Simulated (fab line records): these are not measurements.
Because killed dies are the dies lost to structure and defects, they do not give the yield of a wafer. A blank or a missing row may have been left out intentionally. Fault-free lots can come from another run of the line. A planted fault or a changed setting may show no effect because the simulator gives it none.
A lot that was struck, set against a sound lot :: flow n5_finfet :: 15 steps out of a route of 1938
Sound: the wafers L874.1, L874.5, L874.6. Wafers struck: L877.2, L877.4. Last of all comes the cause.
For every step that has rows: the tool of each side, followed by ch and its chambers, followed by its first start. Under that, the readings that differ: sound wafers :: struck wafers :: difference of the means :: sigmas: that difference in standard deviations of wafers without a fault.
alike: words and numbers the same on both sides, and readings whose means are apart by under 2 such deviations; not compared: readings that were withheld, readings missing a value for some wafer, numbers with overlapping values and no deviation given by the record, and bounds like >300 which may hide the same value.
Wherever a step has rows on one side only, a row that says differs or no value, or a row with sigmas, the two part there. When numbers do not overlap yet have no deviation, they are printed without sigmas and do not part them. A reading that every wafer of one side lacks parts them only if that side has two wafers or more.

first, 4 steps without rows for these wafers: N5_BEOL_M10_SOFTBAKE_06 (time 60 s); N5_BEOL_M10_EXPOSE_08 (exposes mask M10); N5_BEOL_M10_PEB_09 (peb time 60 s); N5_BEOL_M10_DEVELOP_10 (develop time 30 s).
N5_BEOL_M10_CD_MEAS_11: target cd 64.1 nm.
  sound on cd_sem-03 ch 0, day 12 18:07; struck on cd_sem-02 ch 0, day 13 11:49
  alike: cd_nm
N5_BEOL_M10_OVL_MEAS_12:
  sound on overlay-02 ch 0, day 12 18:08; struck on overlay-02 ch 0, day 13 11:51
  alike: M10_OVL
N5_BEOL_M10_INSPECT_13: inspects for defects (brightfield).
  sound on defect_inspect-01 at day 12 18:10; struck on defect_inspect-02 at day 13 11:52
  alike: raw_defect_count
N5_BEOL_M10_DESCUM_16: chemistry O2, time 7.9 s.
  sound on rie_diel-06 ch 1,2,3, day 12 18:31; struck on rie_diel-04 ch 1,3, day 13 12:29
  alike: bias_power_w, drypump_motor_current_A, oes_product_au, rf_vpp_V, showerhead_plenum_p_Torr, throttle_valve_pct
  not compared: rf_hours_counter_h
N5_BEOL_M10_ETCH_61: etches SiARC in CF4, target depth 39 nm, time 65 s.
  sound on rie_diel-06 ch 1,2,3, day 12 18:33; struck on rie_diel-04 ch 1,3, day 13 12:31
  alike: bias_w, drypump_motor_current_A, etch_rf_on_time_s, mfc_ar_sccm, oes_product_au, rf_vpp_V, showerhead_plenum_p_Torr, throttle_valve_pct
  not compared: rf_hours_counter_h
N5_BEOL_M10_ETCH_62: etches SOC in N2/H2, target depth 110 nm, overetch 22 nm, time 165 s.
  sound on rie_diel-06 ch 1,2,3, day 12 18:36; struck on rie_diel-04 ch 1,3, day 13 12:34
  alike: bias_w, drypump_motor_current_A, oes_product_au, rf_vpp_V, showerhead_plenum_p_Torr, throttle_valve_pct
  not compared: rf_hours_counter_h
then, 1 step without rows for these wafers: N5_BEOL_M10_STRIP_68 (strips in N2/H2).
N5_BEOL_M10_STRIP_67: strips in CF4.
  sound on rie_diel-06 ch 1,2,3, day 12 18:45; struck on rie_diel-04 ch 1,3, day 13 12:43
  alike: bias_power_w, drypump_motor_current_A, oes_product_au, rf_vpp_V, showerhead_plenum_p_Torr, throttle_valve_pct
  not compared: rf_hours_counter_h
N5_BEOL_M10_HM_OPEN_17: chemistry Cl2/BCl3, target TiN, target depth 20 nm, overetch 6 nm.
  sound on rie_metal-01 ch 0,1, day 12 18:47; struck on rie_metal-03 ch 0,1, day 13 12:46
reading: drypump_motor_current_A (A)
sound: 5.5 5.5 5.7
struck: 6.2 6.4
difference: +0.7
sigmas: +2

reading: model.SOC_of_BEOL_M10_COAT_59.thk_nm (nm)
sound: 92.4 92 91.6
struck: 93.8 93.8
difference: +1.8
sigmas: 
  alike: bias_w, mfc_ar_sccm, oes_product_au, throttle_valve_pct
  not compared: rf_hours_counter_h
N5_BEOL_M10_STRIP_19: strips in O2.
  sound on rie_diel-04 ch 0,1, day 12 18:54; struck on rie_diel-06 ch 1,3, day 13 12:55
reading: oes_product_au (a.u.)
sound: 0.96 0.82 0.96
struck: 0.73 0.81
difference: -0.14
sigmas: -2
  alike: drypump_motor_current_A, rf_vpp_V, showerhead_plenum_p_Torr, throttle_valve_pct
  not compared: rf_hours_counter_h
-- a jump in the record: the struck wafers' starts before and after are 2 days apart (it breaks off in module BEOL_M10 and resumes in module PASSIVATION, where the first step shown is number 1936 of the route) --
N5_PASSIVATION_PROBE_49:
  sound on prober-01 at day 15 04:19; struck on prober-01 at day 15 20:26
  alike: defect_limited_yield, killed_at_M0_to_M3, killed_at_M4_up, killed_at_contacts, killed_at_front_end, killed_at_other, killed_dies, killed_open, killed_short, sort_bin_4_leakage, sort_bin_5_function, sort_bin_6_memory, sort_bin_8_speed, sort_n_pass, sort_yield_pct

== WHERE THEY PART ==
Earliest at N5_BEOL_M10_HM_OPEN_17; latest, in this record, at N5_BEOL_M10_STRIP_19. Later steps at which nothing parts them and some readings are alike: N5_PASSIVATION_PROBE_49.

WHY: whatever the simulator had introduced
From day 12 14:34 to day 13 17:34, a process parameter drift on rie_metal-03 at N5_BEOL_M10_HM_OPEN_17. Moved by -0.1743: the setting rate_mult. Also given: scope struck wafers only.
